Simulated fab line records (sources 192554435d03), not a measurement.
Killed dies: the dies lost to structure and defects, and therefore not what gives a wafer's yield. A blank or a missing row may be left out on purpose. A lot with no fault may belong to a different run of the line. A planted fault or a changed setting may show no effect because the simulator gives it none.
What tool caused it? / flow n5Finfet / 24 lots with 72 wafers sampled at 6 steps, on a route of 1938 steps

== WHAT THE GAUGES SHOWED, per wafer ==
The record lacks any reading of a measuring or inspecting step that a usual standard deviation could be used to judge.

== WHICH TOOL RAN EACH LOT (tool, then ch and the chambers of the sampled wafers, then the start) ==
lot=L075; N5_BEOL_M1_ANNEAL_80=pvdSputter-02, day 6 15:20; N5_BEOL_M1_ANNEAL_87=pvdSputter-02, day 6 15:46; N5_BEOL_M1_SPUTTER_88=pvdSputter-02, day 6 15:55; N5_BEOL_M1_SPUTTER_94=pvdSputter-02, day 6 16:34; N5_BEOL_M1_ANNEAL_95=pvdSputter-02, day 6 16:39; N5_BEOL_M1_CMP_52=cmp-01 ch 0,1,3, day 6 17:17
lot=L076; N5_BEOL_M1_ANNEAL_80=pvdSputter-02, day 6 20:25; N5_BEOL_M1_ANNEAL_87=pvdSputter-02, day 6 22:12; N5_BEOL_M1_SPUTTER_88=pvdSputter-02, day 6 22:20; N5_BEOL_M1_SPUTTER_94=pvdSputter-02, day 6 23:00; N5_BEOL_M1_ANNEAL_95=pvdSputter-02, day 6 23:05; N5_BEOL_M1_CMP_52=cmp-02 ch 0,2,3, day 6 23:45
lot=L074; N5_BEOL_M1_ANNEAL_80=pvdSputter-02, day 6 23:36; N5_BEOL_M1_ANNEAL_87=pvdSputter-02, day 7 00:02; N5_BEOL_M1_SPUTTER_88=pvdSputter-02, day 7 00:11; N5_BEOL_M1_SPUTTER_94=pvdSputter-02, day 7 00:50; N5_BEOL_M1_ANNEAL_95=pvdSputter-02, day 7 00:55; N5_BEOL_M1_CMP_52=cmp-02 ch 2,3, day 7 01:34
lot=L078; N5_BEOL_M1_ANNEAL_80=pvdSputter-02, day 7 08:53; N5_BEOL_M1_ANNEAL_87=pvdSputter-02, day 7 09:19; N5_BEOL_M1_SPUTTER_88=pvdSputter-02, day 7 09:28; N5_BEOL_M1_SPUTTER_94=pvdSputter-02, day 7 10:07; N5_BEOL_M1_ANNEAL_95=pvdSputter-02, day 7 10:12; N5_BEOL_M1_CMP_52=cmp-01 ch 1,2, day 7 10:53
lot=L077; N5_BEOL_M1_ANNEAL_80=pvdSputter-03, day 7 09:20; N5_BEOL_M1_ANNEAL_87=pvdSputter-03, day 7 09:46; N5_BEOL_M1_SPUTTER_88=pvdSputter-03, day 7 09:55; N5_BEOL_M1_SPUTTER_94=pvdSputter-03, day 7 10:34; N5_BEOL_M1_ANNEAL_95=pvdSputter-03, day 7 10:39; N5_BEOL_M1_CMP_52=cmp-03 ch 0,1,3, day 7 11:19
lot=L079; N5_BEOL_M1_ANNEAL_80=pvdSputter-03, day 7 15:50; N5_BEOL_M1_ANNEAL_87=pvdSputter-03, day 7 16:17; N5_BEOL_M1_SPUTTER_88=pvdSputter-03, day 7 16:25; N5_BEOL_M1_SPUTTER_94=pvdSputter-03, day 7 17:05; N5_BEOL_M1_ANNEAL_95=pvdSputter-03, day 7 17:10; N5_BEOL_M1_CMP_52=cmp-03 ch 1,2, day 7 17:47
lot=L080; N5_BEOL_M1_ANNEAL_80=pvdSputter-01, day 7 19:12; N5_BEOL_M1_ANNEAL_87=pvdSputter-01, day 7 19:38; N5_BEOL_M1_SPUTTER_88=pvdSputter-01, day 7 19:47; N5_BEOL_M1_SPUTTER_94=pvdSputter-01, day 7 20:26; N5_BEOL_M1_ANNEAL_95=pvdSputter-01, day 7 20:31; N5_BEOL_M1_CMP_52=cmp-03 ch 0,1, day 7 21:09
lot=L081; N5_BEOL_M1_ANNEAL_80=pvdSputter-02, day 8 02:40; N5_BEOL_M1_ANNEAL_87=pvdSputter-02, day 8 03:06; N5_BEOL_M1_SPUTTER_88=pvdSputter-02, day 8 03:14; N5_BEOL_M1_SPUTTER_94=pvdSputter-02, day 8 03:54; N5_BEOL_M1_ANNEAL_95=pvdSputter-02, day 8 03:59; N5_BEOL_M1_CMP_52=cmp-02 ch 0,1,2, day 8 04:37
lot=L082; N5_BEOL_M1_ANNEAL_80=pvdSputter-01, day 8 14:45; N5_BEOL_M1_ANNEAL_87=pvdSputter-01, day 8 15:11; N5_BEOL_M1_SPUTTER_88=pvdSputter-01, day 8 15:20; N5_BEOL_M1_SPUTTER_94=pvdSputter-01, day 8 15:59; N5_BEOL_M1_ANNEAL_95=pvdSputter-01, day 8 16:04; N5_BEOL_M1_CMP_52=cmp-01 ch 2,3, day 8 16:42
lot=L083; N5_BEOL_M1_ANNEAL_80=pvdSputter-02, day 8 22:37; N5_BEOL_M1_ANNEAL_87=pvdSputter-02, day 8 23:04; N5_BEOL_M1_SPUTTER_88=pvdSputter-02, day 8 23:12; N5_BEOL_M1_SPUTTER_94=pvdSputter-02, day 8 23:52; N5_BEOL_M1_ANNEAL_95=pvdSputter-02, day 8 23:56; N5_BEOL_M1_CMP_52=cmp-01 ch 1,2,3, day 9 00:37
lot=L084; N5_BEOL_M1_ANNEAL_80=pvdSputter-03, day 9 05:17; N5_BEOL_M1_ANNEAL_87=pvdSputter-03, day 9 05:44; N5_BEOL_M1_SPUTTER_88=pvdSputter-03, day 9 05:52; N5_BEOL_M1_SPUTTER_94=pvdSputter-03, day 9 06:32; N5_BEOL_M1_ANNEAL_95=pvdSputter-03, day 9 06:37; N5_BEOL_M1_CMP_52=cmp-02 ch 0,1,3, day 9 07:14
lot=L085; N5_BEOL_M1_ANNEAL_80=pvdSputter-03, day 9 18:08; N5_BEOL_M1_ANNEAL_87=pvdSputter-03, day 9 18:34; N5_BEOL_M1_SPUTTER_88=pvdSputter-03, day 9 18:43; N5_BEOL_M1_SPUTTER_94=pvdSputter-03, day 9 19:22; N5_BEOL_M1_ANNEAL_95=pvdSputter-03, day 9 19:27; N5_BEOL_M1_CMP_52=cmp-01 ch 1,3, day 9 20:08
lot=L086; N5_BEOL_M1_ANNEAL_80=pvdSputter-03, day 9 20:04; N5_BEOL_M1_ANNEAL_87=pvdSputter-03, day 9 20:31; N5_BEOL_M1_SPUTTER_88=pvdSputter-03, day 9 20:39; N5_BEOL_M1_SPUTTER_94=pvdSputter-03, day 9 21:19; N5_BEOL_M1_ANNEAL_95=pvdSputter-03, day 9 21:23; N5_BEOL_M1_CMP_52=cmp-02 ch 1,2, day 9 22:09
lot=L088; N5_BEOL_M1_ANNEAL_80=pvdSputter-01, day 9 21:57; N5_BEOL_M1_ANNEAL_87=pvdSputter-01, day 9 22:23; N5_BEOL_M1_SPUTTER_88=pvdSputter-01, day 9 22:32; N5_BEOL_M1_SPUTTER_94=pvdSputter-01, day 9 23:11; N5_BEOL_M1_ANNEAL_95=pvdSputter-01, day 9 23:16; N5_BEOL_M1_CMP_52=cmp-02 ch 1,2,3, day 9 23:55
lot=L087; N5_BEOL_M1_ANNEAL_80=pvdSputter-02, day 10 00:36; N5_BEOL_M1_ANNEAL_87=pvdSputter-02, day 10 01:02; N5_BEOL_M1_SPUTTER_88=pvdSputter-02, day 10 01:11; N5_BEOL_M1_SPUTTER_94=pvdSputter-02, day 10 01:50; N5_BEOL_M1_ANNEAL_95=pvdSputter-02, day 10 01:55; N5_BEOL_M1_CMP_52=cmp-03 ch 0,1, day 10 02:34
lot=L089; N5_BEOL_M1_ANNEAL_80=pvdSputter-01, day 10 03:33; N5_BEOL_M1_ANNEAL_87=pvdSputter-01, day 10 03:59; N5_BEOL_M1_SPUTTER_88=pvdSputter-01, day 10 04:08; N5_BEOL_M1_SPUTTER_94=pvdSputter-01, day 10 04:47; N5_BEOL_M1_ANNEAL_95=pvdSputter-01, day 10 04:52; N5_BEOL_M1_CMP_52=cmp-01 ch 0,2,3, day 10 05:33
lot=L090; N5_BEOL_M1_ANNEAL_80=pvdSputter-02, day 10 13:35; N5_BEOL_M1_ANNEAL_87=pvdSputter-02, day 10 14:02; N5_BEOL_M1_SPUTTER_88=pvdSputter-02, day 10 14:10; N5_BEOL_M1_SPUTTER_94=pvdSputter-02, day 10 14:50; N5_BEOL_M1_ANNEAL_95=pvdSputter-02, day 10 14:55; N5_BEOL_M1_CMP_52=cmp-03 ch 0,1,2, day 10 15:32
lot=L091; N5_BEOL_M1_ANNEAL_80=pvdSputter-02, day 10 18:57; N5_BEOL_M1_ANNEAL_87=pvdSputter-02, day 10 19:23; N5_BEOL_M1_SPUTTER_88=pvdSputter-02, day 10 19:32; N5_BEOL_M1_SPUTTER_94=pvdSputter-02, day 10 20:11; N5_BEOL_M1_ANNEAL_95=pvdSputter-02, day 10 20:16; N5_BEOL_M1_CMP_52=cmp-02 ch 0,1,3, day 10 20:58
lot=L093; N5_BEOL_M1_ANNEAL_80=pvdSputter-01, day 12 02:19; N5_BEOL_M1_ANNEAL_87=pvdSputter-01, day 12 02:45; N5_BEOL_M1_SPUTTER_88=pvdSputter-01, day 12 02:53; N5_BEOL_M1_SPUTTER_94=pvdSputter-01, day 12 03:33; N5_BEOL_M1_ANNEAL_95=pvdSputter-01, day 12 03:38; N5_BEOL_M1_CMP_52=cmp-01 ch 0,1, day 12 04:16
lot=L092; N5_BEOL_M1_ANNEAL_80=pvdSputter-03, day 12 03:05; N5_BEOL_M1_ANNEAL_87=pvdSputter-03, day 12 03:32; N5_BEOL_M1_SPUTTER_88=pvdSputter-03, day 12 03:40; N5_BEOL_M1_SPUTTER_94=pvdSputter-03, day 12 04:20; N5_BEOL_M1_ANNEAL_95=pvdSputter-03, day 12 04:25; N5_BEOL_M1_CMP_52=cmp-03 ch 0,1,2, day 12 05:09
lot=L095; N5_BEOL_M1_ANNEAL_80=pvdSputter-02, day 12 06:01; N5_BEOL_M1_ANNEAL_87=pvdSputter-02, day 12 06:28; N5_BEOL_M1_SPUTTER_88=pvdSputter-02, day 12 06:36; N5_BEOL_M1_SPUTTER_94=pvdSputter-02, day 12 07:16; N5_BEOL_M1_ANNEAL_95=pvdSputter-02, day 12 07:20; N5_BEOL_M1_CMP_52=cmp-01 ch 1,2,3, day 12 08:03
lot=L094; N5_BEOL_M1_ANNEAL_80=pvdSputter-03, day 12 06:11; N5_BEOL_M1_ANNEAL_87=pvdSputter-03, day 12 06:38; N5_BEOL_M1_SPUTTER_88=pvdSputter-03, day 12 06:46; N5_BEOL_M1_SPUTTER_94=pvdSputter-03, day 12 07:26; N5_BEOL_M1_ANNEAL_95=pvdSputter-03, day 12 07:31; N5_BEOL_M1_CMP_52=cmp-03 ch 0,1,2, day 12 08:08
lot=L097; N5_BEOL_M1_ANNEAL_80=pvdSputter-02, day 12 07:52; N5_BEOL_M1_ANNEAL_87=pvdSputter-02, day 12 08:18; N5_BEOL_M1_SPUTTER_88=pvdSputter-02, day 12 08:26; N5_BEOL_M1_SPUTTER_94=pvdSputter-02, day 12 09:06; N5_BEOL_M1_ANNEAL_95=pvdSputter-02, day 12 09:11; N5_BEOL_M1_CMP_52=cmp-03 ch 1,3, day 12 09:51
lot=L096; N5_BEOL_M1_ANNEAL_80=pvdSputter-03, day 12 10:11; N5_BEOL_M1_ANNEAL_87=pvdSputter-03, day 12 10:38; N5_BEOL_M1_SPUTTER_88=pvdSputter-03, day 12 10:46; N5_BEOL_M1_SPUTTER_94=pvdSputter-03, day 12 11:26; N5_BEOL_M1_ANNEAL_95=pvdSputter-03, day 12 11:31; N5_BEOL_M1_CMP_52=cmp-03 ch 0,3, day 12 12:50
- N5_BEOL_M1_ANNEAL_80: time 240 s.
- N5_BEOL_M1_ANNEAL_87: time 240 s.
- N5_BEOL_M1_SPUTTER_88: material Cu, target thk 4.5 nm, time 8.29 s.
- N5_BEOL_M1_SPUTTER_94: material Cu, target thk 4.5 nm, time 8.29 s.
- N5_BEOL_M1_ANNEAL_95: time 240 s.
- N5_BEOL_M1_CMP_52: polishes, stops on SiOC, t overpolish 6.8 s, target thk 40 nm.

== AS READ BY THE TOOLS THEMSELVES (means over the sampled wafers that have a number; for cases with no such wafer, the mark the record gives instead) ==
N5_BEOL_M1_ANNEAL_80. Usual: heaterPowerW 851 W, standard deviation 65.
lot=L075; tool=pvdSputter-02; heaterPowerW (W)=857; flag=
lot=L076; tool=pvdSputter-02; heaterPowerW (W)=821; flag=
lot=L074; tool=pvdSputter-02; heaterPowerW (W)=814; flag=
lot=L078; tool=pvdSputter-02; heaterPowerW (W)=841; flag=
lot=L077; tool=pvdSputter-03; heaterPowerW (W)=822; flag=
lot=L079; tool=pvdSputter-03; heaterPowerW (W)=842; flag=
lot=L080; tool=pvdSputter-01; heaterPowerW (W)=911; flag=
lot=L081; tool=pvdSputter-02; heaterPowerW (W)=852; flag=
lot=L082; tool=pvdSputter-01; heaterPowerW (W)=901; flag=
lot=L083; tool=pvdSputter-02; heaterPowerW (W)=816; flag=
lot=L084; tool=pvdSputter-03; heaterPowerW (W)=875; flag=
lot=L085; tool=pvdSputter-03; heaterPowerW (W)=908; flag=
lot=L086; tool=pvdSputter-03; heaterPowerW (W)=765; flag=
lot=L088; tool=pvdSputter-01; heaterPowerW (W)=904; flag=
lot=L087; tool=pvdSputter-02; heaterPowerW (W)=791; flag=
lot=L089; tool=pvdSputter-01; heaterPowerW (W)=924; flag=
lot=L090; tool=pvdSputter-02; heaterPowerW (W)=848; flag=
lot=L091; tool=pvdSputter-02; heaterPowerW (W)=814; flag=
lot=L093; tool=pvdSputter-01; heaterPowerW (W)=908; flag=
lot=L092; tool=pvdSputter-03; heaterPowerW (W)=888; flag=
lot=L095; tool=pvdSputter-02; heaterPowerW (W)=799; flag=
lot=L094; tool=pvdSputter-03; heaterPowerW (W)=879; flag=
lot=L097; tool=pvdSputter-02; heaterPowerW (W)=806; flag=
lot=L096; tool=pvdSputter-03; heaterPowerW (W)=807; flag=

N5_BEOL_M1_ANNEAL_87. Usual: heaterPowerW 853 W, standard deviation 68.
lot=L075; tool=pvdSputter-02; heaterPowerW (W)=853; flag=
lot=L076; tool=pvdSputter-02; heaterPowerW (W)=807; flag=
lot=L074; tool=pvdSputter-02; heaterPowerW (W)=819; flag=
lot=L078; tool=pvdSputter-02; heaterPowerW (W)=849; flag=
lot=L077; tool=pvdSputter-03; heaterPowerW (W)=806; flag=
lot=L079; tool=pvdSputter-03; heaterPowerW (W)=855; flag=
lot=L080; tool=pvdSputter-01; heaterPowerW (W)=920; flag=
lot=L081; tool=pvdSputter-02; heaterPowerW (W)=841; flag=
lot=L082; tool=pvdSputter-01; heaterPowerW (W)=916; flag=
lot=L083; tool=pvdSputter-02; heaterPowerW (W)=825; flag=
lot=L084; tool=pvdSputter-03; heaterPowerW (W)=881; flag=
lot=L085; tool=pvdSputter-03; heaterPowerW (W)=899; flag=
lot=L086; tool=pvdSputter-03; heaterPowerW (W)=791; flag=
lot=L088; tool=pvdSputter-01; heaterPowerW (W)=901; flag=
lot=L087; tool=pvdSputter-02; heaterPowerW (W)=805; flag=
lot=L089; tool=pvdSputter-01; heaterPowerW (W)=924; flag=
lot=L090; tool=pvdSputter-02; heaterPowerW (W)=839; flag=
lot=L091; tool=pvdSputter-02; heaterPowerW (W)=823; flag=
lot=L093; tool=pvdSputter-01; heaterPowerW (W)=904; flag=
lot=L092; tool=pvdSputter-03; heaterPowerW (W)=880; flag=
lot=L095; tool=pvdSputter-02; heaterPowerW (W)=803; flag=
lot=L094; tool=pvdSputter-03; heaterPowerW (W)=868; flag=
lot=L097; tool=pvdSputter-02; heaterPowerW (W)=825; flag=
lot=L096; tool=pvdSputter-03; heaterPowerW (W)=797; flag=

N5_BEOL_M1_SPUTTER_88. Usual: throttleValvePct 30.3 %, standard deviation 1.
lot=L075; tool=pvdSputter-02; throttleValvePct (%)=30.7; flag=
lot=L076; tool=pvdSputter-02; throttleValvePct (%)=30.6; flag=
lot=L074; tool=pvdSputter-02; throttleValvePct (%)=30.5; flag=
lot=L078; tool=pvdSputter-02; throttleValvePct (%)=30.4; flag=
lot=L077; tool=pvdSputter-03; throttleValvePct (%)=29.9; flag=
lot=L079; tool=pvdSputter-03; throttleValvePct (%)=30.8; flag=
lot=L080; tool=pvdSputter-01; throttleValvePct (%)=29.1; flag=
lot=L081; tool=pvdSputter-02; throttleValvePct (%)=30.7; flag=
lot=L082; tool=pvdSputter-01; throttleValvePct (%)=29.0; flag=
lot=L083; tool=pvdSputter-02; throttleValvePct (%)=30.5; flag=
lot=L084; tool=pvdSputter-03; throttleValvePct (%)=30.8; flag=
lot=L085; tool=pvdSputter-03; throttleValvePct (%)=31.6; flag=
lot=L086; tool=pvdSputter-03; throttleValvePct (%)=28.9; flag=
lot=L088; tool=pvdSputter-01; throttleValvePct (%)=29.8; flag=
lot=L087; tool=pvdSputter-02; throttleValvePct (%)=30.6; flag=
lot=L089; tool=pvdSputter-01; throttleValvePct (%)=29.6; flag=
lot=L090; tool=pvdSputter-02; throttleValvePct (%)=31.0; flag=
lot=L091; tool=pvdSputter-02; throttleValvePct (%)=30.4; flag=
lot=L093; tool=pvdSputter-01; throttleValvePct (%)=30.4; flag=
lot=L092; tool=pvdSputter-03; throttleValvePct (%)=30.6; flag=
lot=L095; tool=pvdSputter-02; throttleValvePct (%)=30.6; flag=
lot=L094; tool=pvdSputter-03; throttleValvePct (%)=30.6; flag=
lot=L097; tool=pvdSputter-02; throttleValvePct (%)=30.5; flag=
lot=L096; tool=pvdSputter-03; throttleValvePct (%)=28.9; flag=

N5_BEOL_M1_SPUTTER_94. Usual: throttleValvePct 30.3 %, standard deviation 1.
lot=L075; tool=pvdSputter-02; throttleValvePct (%)=30.6; flag=
lot=L076; tool=pvdSputter-02; throttleValvePct (%)=30.6; flag=
lot=L074; tool=pvdSputter-02; throttleValvePct (%)=30.4; flag=
lot=L078; tool=pvdSputter-02; throttleValvePct (%)=30.7; flag=
lot=L077; tool=pvdSputter-03; throttleValvePct (%)=29.9; flag=
lot=L079; tool=pvdSputter-03; throttleValvePct (%)=30.6; flag=
lot=L080; tool=pvdSputter-01; throttleValvePct (%)=28.9; flag=
lot=L081; tool=pvdSputter-02; throttleValvePct (%)=30.6; flag=
lot=L082; tool=pvdSputter-01; throttleValvePct (%)=29.0; flag=
lot=L083; tool=pvdSputter-02; throttleValvePct (%)=30.5; flag=
lot=L084; tool=pvdSputter-03; throttleValvePct (%)=30.6; flag=
lot=L085; tool=pvdSputter-03; throttleValvePct (%)=31.4; flag=
lot=L086; tool=pvdSputter-03; throttleValvePct (%)=29.0; flag=
lot=L088; tool=pvdSputter-01; throttleValvePct (%)=29.9; flag=
lot=L087; tool=pvdSputter-02; throttleValvePct (%)=30.5; flag=
lot=L089; tool=pvdSputter-01; throttleValvePct (%)=29.5; flag=
lot=L090; tool=pvdSputter-02; throttleValvePct (%)=31.0; flag=
lot=L091; tool=pvdSputter-02; throttleValvePct (%)=30.4; flag=
lot=L093; tool=pvdSputter-01; throttleValvePct (%)=30.4; flag=
lot=L092; tool=pvdSputter-03; throttleValvePct (%)=30.6; flag=
lot=L095; tool=pvdSputter-02; throttleValvePct (%)=30.5; flag=
lot=L094; tool=pvdSputter-03; throttleValvePct (%)=30.5; flag=
lot=L097; tool=pvdSputter-02; throttleValvePct (%)=30.4; flag=
lot=L096; tool=pvdSputter-03; throttleValvePct (%)=28.8; flag=

N5_BEOL_M1_ANNEAL_95. Usual: heaterPowerW 852 W, standard deviation 65.
lot=L075; tool=pvdSputter-02; heaterPowerW (W)=853; flag=
lot=L076; tool=pvdSputter-02; heaterPowerW (W)=834; flag=
lot=L074; tool=pvdSputter-02; heaterPowerW (W)=821; flag=
lot=L078; tool=pvdSputter-02; heaterPowerW (W)=866; flag=
lot=L077; tool=pvdSputter-03; heaterPowerW (W)=809; flag=
lot=L079; tool=pvdSputter-03; heaterPowerW (W)=857; flag=
lot=L080; tool=pvdSputter-01; heaterPowerW (W)=901; flag=
lot=L081; tool=pvdSputter-02; heaterPowerW (W)=836; flag=
lot=L082; tool=pvdSputter-01; heaterPowerW (W)=911; flag=
lot=L083; tool=pvdSputter-02; heaterPowerW (W)=814; flag=
lot=L084; tool=pvdSputter-03; heaterPowerW (W)=879; flag=
lot=L085; tool=pvdSputter-03; heaterPowerW (W)=902; flag=
lot=L086; tool=pvdSputter-03; heaterPowerW (W)=784; flag=
lot=L088; tool=pvdSputter-01; heaterPowerW (W)=887; flag=
lot=L087; tool=pvdSputter-02; heaterPowerW (W)=800; flag=
lot=L089; tool=pvdSputter-01; heaterPowerW (W)=920; flag=
lot=L090; tool=pvdSputter-02; heaterPowerW (W)=840; flag=
lot=L091; tool=pvdSputter-02; heaterPowerW (W)=813; flag=
lot=L093; tool=pvdSputter-01; heaterPowerW (W)=916; flag=
lot=L092; tool=pvdSputter-03; heaterPowerW (W)=870; flag=
lot=L095; tool=pvdSputter-02; heaterPowerW (W)=818; flag=
lot=L094; tool=pvdSputter-03; heaterPowerW (W)=877; flag=
lot=L097; tool=pvdSputter-02; heaterPowerW (W)=820; flag=
lot=L096; tool=pvdSputter-03; heaterPowerW (W)=793; flag=

N5_BEOL_M1_CMP_52. Usual: barrierFieldEndpointS 24.6 s, standard deviation 0.64; clearingPlatenRpm 49.999 rpm, standard deviation 0.029; motorCurrentA 6.5 A, standard deviation 0.6; overpolishRunS 6.801 s, standard deviation 0.0086; padLifeWafers 1068, standard deviation 530; retainingRingPressureFrac 1.000, standard deviation 0.0048; slurryFlowMlMin 150.0, standard deviation 0.5; timeToEndpointS 63 s, standard deviation 3.1.
lot=L075; tool=cmp-01; barrierFieldEndpointS (s)=24.2; clearingPlatenRpm (rpm)=49.990; motorCurrentA (A)=6.5; overpolishRunS (s)=6.796; padLifeWafers=1729; retainingRingPressureFrac=1.000; slurryFlowMlMin=150.3; timeToEndpointS (s)=65; flag=
lot=L076; tool=cmp-02; barrierFieldEndpointS (s)=24.3; clearingPlatenRpm (rpm)=49.995; motorCurrentA (A)=6.0; overpolishRunS (s)=6.799; padLifeWafers=830; retainingRingPressureFrac=1.003; slurryFlowMlMin=150.4; timeToEndpointS (s)=63; flag=
lot=L074; tool=cmp-02; barrierFieldEndpointS (s)=24.0; clearingPlatenRpm (rpm)=49.968; motorCurrentA (A)=5.9; overpolishRunS (s)=6.804; padLifeWafers=846; retainingRingPressureFrac=0.999; slurryFlowMlMin=150.1; timeToEndpointS (s)=59; flag=
lot=L078; tool=cmp-01; barrierFieldEndpointS (s)=24.8; clearingPlatenRpm (rpm)=49.998; motorCurrentA (A)=6.2; overpolishRunS (s)=6.802; padLifeWafers=1884; retainingRingPressureFrac=0.997; slurryFlowMlMin=150.2; timeToEndpointS (s)=64; flag=
lot=L077; tool=cmp-03; barrierFieldEndpointS (s)=24.6; clearingPlatenRpm (rpm)=49.977; motorCurrentA (A)=7.0; overpolishRunS (s)=6.792; padLifeWafers=716; retainingRingPressureFrac=0.997; slurryFlowMlMin=150.2; timeToEndpointS (s)=64; flag=
lot=L079; tool=cmp-03; barrierFieldEndpointS (s)=24.9; clearingPlatenRpm (rpm)=49.986; motorCurrentA (A)=6.9; overpolishRunS (s)=6.805; padLifeWafers=758; retainingRingPressureFrac=0.998; slurryFlowMlMin=150.2; timeToEndpointS (s)=64; flag=
lot=L080; tool=cmp-03; barrierFieldEndpointS (s)=23.9; clearingPlatenRpm (rpm)=50.002; motorCurrentA (A)=6.7; overpolishRunS (s)=6.803; padLifeWafers=792; retainingRingPressureFrac=1.004; slurryFlowMlMin=150.2; timeToEndpointS (s)=63; flag=
lot=L081; tool=cmp-02; barrierFieldEndpointS (s)=25.0; clearingPlatenRpm (rpm)=50.027; motorCurrentA (A)=6.0; overpolishRunS (s)=6.799; padLifeWafers=1081; retainingRingPressureFrac=1.000; slurryFlowMlMin=150.0; timeToEndpointS (s)=60; flag=
lot=L082; tool=cmp-01; barrierFieldEndpointS (s)=24.5; clearingPlatenRpm (rpm)=49.998; motorCurrentA (A)=6.8; overpolishRunS (s)=6.807; padLifeWafers=36; retainingRingPressureFrac=0.999; slurryFlowMlMin=150.3; timeToEndpointS (s)=62; flag=
lot=L083; tool=cmp-01; barrierFieldEndpointS (s)=23.9; clearingPlatenRpm (rpm)=50.003; motorCurrentA (A)=6.5; overpolishRunS (s)=6.793; padLifeWafers=127; retainingRingPressureFrac=1.002; slurryFlowMlMin=149.8; timeToEndpointS (s)=63; flag=
lot=L084; tool=cmp-02; barrierFieldEndpointS (s)=24.4; clearingPlatenRpm (rpm)=49.995; motorCurrentA (A)=5.7; overpolishRunS (s)=6.798; padLifeWafers=1256; retainingRingPressureFrac=0.997; slurryFlowMlMin=150.2; timeToEndpointS (s)=62; flag=
lot=L085; tool=cmp-01; barrierFieldEndpointS (s)=24.2; clearingPlatenRpm (rpm)=50.006; motorCurrentA (A)=6.4; overpolishRunS (s)=6.796; padLifeWafers=284; retainingRingPressureFrac=0.997; slurryFlowMlMin=149.9; timeToEndpointS (s)=64; flag=
lot=L086; tool=cmp-02; barrierFieldEndpointS (s)=23.7; clearingPlatenRpm (rpm)=50.013; motorCurrentA (A)=5.8; overpolishRunS (s)=6.799; padLifeWafers=1381; retainingRingPressureFrac=0.998; slurryFlowMlMin=150.6; timeToEndpointS (s)=60; flag=
lot=L088; tool=cmp-02; barrierFieldEndpointS (s)=23.8; clearingPlatenRpm (rpm)=50.014; motorCurrentA (A)=5.7; overpolishRunS (s)=6.799; padLifeWafers=1406; retainingRingPressureFrac=1.004; slurryFlowMlMin=150.1; timeToEndpointS (s)=61; flag=
lot=L087; tool=cmp-03; barrierFieldEndpointS (s)=25.3; clearingPlatenRpm (rpm)=49.983; motorCurrentA (A)=7.0; overpolishRunS (s)=6.803; padLifeWafers=1190; retainingRingPressureFrac=1.005; slurryFlowMlMin=150.3; timeToEndpointS (s)=67; flag=
lot=L089; tool=cmp-01; barrierFieldEndpointS (s)=24.6; clearingPlatenRpm (rpm)=49.962; motorCurrentA (A)=6.2; overpolishRunS (s)=6.799; padLifeWafers=362; retainingRingPressureFrac=0.993; slurryFlowMlMin=150.0; timeToEndpointS (s)=62; flag=
lot=L090; tool=cmp-03; barrierFieldEndpointS (s)=25.2; clearingPlatenRpm (rpm)=49.999; motorCurrentA (A)=7.2; overpolishRunS (s)=6.805; padLifeWafers=1291; retainingRingPressureFrac=1.001; slurryFlowMlMin=149.5; timeToEndpointS (s)=68; flag=
lot=L091; tool=cmp-02; barrierFieldEndpointS (s)=24.9; clearingPlatenRpm (rpm)=50.033; motorCurrentA (A)=5.9; overpolishRunS (s)=6.798; padLifeWafers=1604; retainingRingPressureFrac=0.999; slurryFlowMlMin=149.9; timeToEndpointS (s)=61; flag=
lot=L093; tool=cmp-01; barrierFieldEndpointS (s)=24.6; clearingPlatenRpm (rpm)=50.013; motorCurrentA (A)=5.9; overpolishRunS (s)=6.801; padLifeWafers=744; retainingRingPressureFrac=0.998; slurryFlowMlMin=149.8; timeToEndpointS (s)=64; flag=
lot=L092; tool=cmp-03; barrierFieldEndpointS (s)=25.5; clearingPlatenRpm (rpm)=50.026; motorCurrentA (A)=7.2; overpolishRunS (s)=6.813; padLifeWafers=1599; retainingRingPressureFrac=1.001; slurryFlowMlMin=149.6; timeToEndpointS (s)=69; flag=
lot=L095; tool=cmp-01; barrierFieldEndpointS (s)=24.0; clearingPlatenRpm (rpm)=49.990; motorCurrentA (A)=6.5; overpolishRunS (s)=6.800; padLifeWafers=776; retainingRingPressureFrac=1.004; slurryFlowMlMin=149.4; timeToEndpointS (s)=64; flag=
lot=L094; tool=cmp-03; barrierFieldEndpointS (s)=24.6; clearingPlatenRpm (rpm)=49.996; motorCurrentA (A)=7.1; overpolishRunS (s)=6.799; padLifeWafers=1621; retainingRingPressureFrac=1.002; slurryFlowMlMin=150.3; timeToEndpointS (s)=66; flag=
lot=L097; tool=cmp-03; barrierFieldEndpointS (s)=23.9; clearingPlatenRpm (rpm)=50.001; motorCurrentA (A)=7.0; overpolishRunS (s)=6.805; padLifeWafers=1640; retainingRingPressureFrac=1.000; slurryFlowMlMin=149.9; timeToEndpointS (s)=62; flag=
lot=L096; tool=cmp-03; barrierFieldEndpointS (s)=24.6; clearingPlatenRpm (rpm)=49.975; motorCurrentA (A)=7.1; overpolishRunS (s)=6.801; padLifeWafers=1668; retainingRingPressureFrac=1.000; slurryFlowMlMin=150.0; timeToEndpointS (s)=61; flag=

== THE ANSWER, worked out from the rows above alone ==
Rule: lot off if the mean of its wafers having a number is beyond 3 standard deviations from the usual mean. A lot without any number at a reading at which 4 lots or more have one is off too. All remaining lots with rows at the step are treated as sound. The gauges are gone through in route order, then the tools' own readings, and for those a lot's mean is taken as printed above. The first step at which some lot is off is used, and at that step the reading that is off furthest; a lot without a number counts as furthest.
None of the lots is off at any reading shown; this tells nothing.

== WHAT THE SIMULATOR PUT IN ==
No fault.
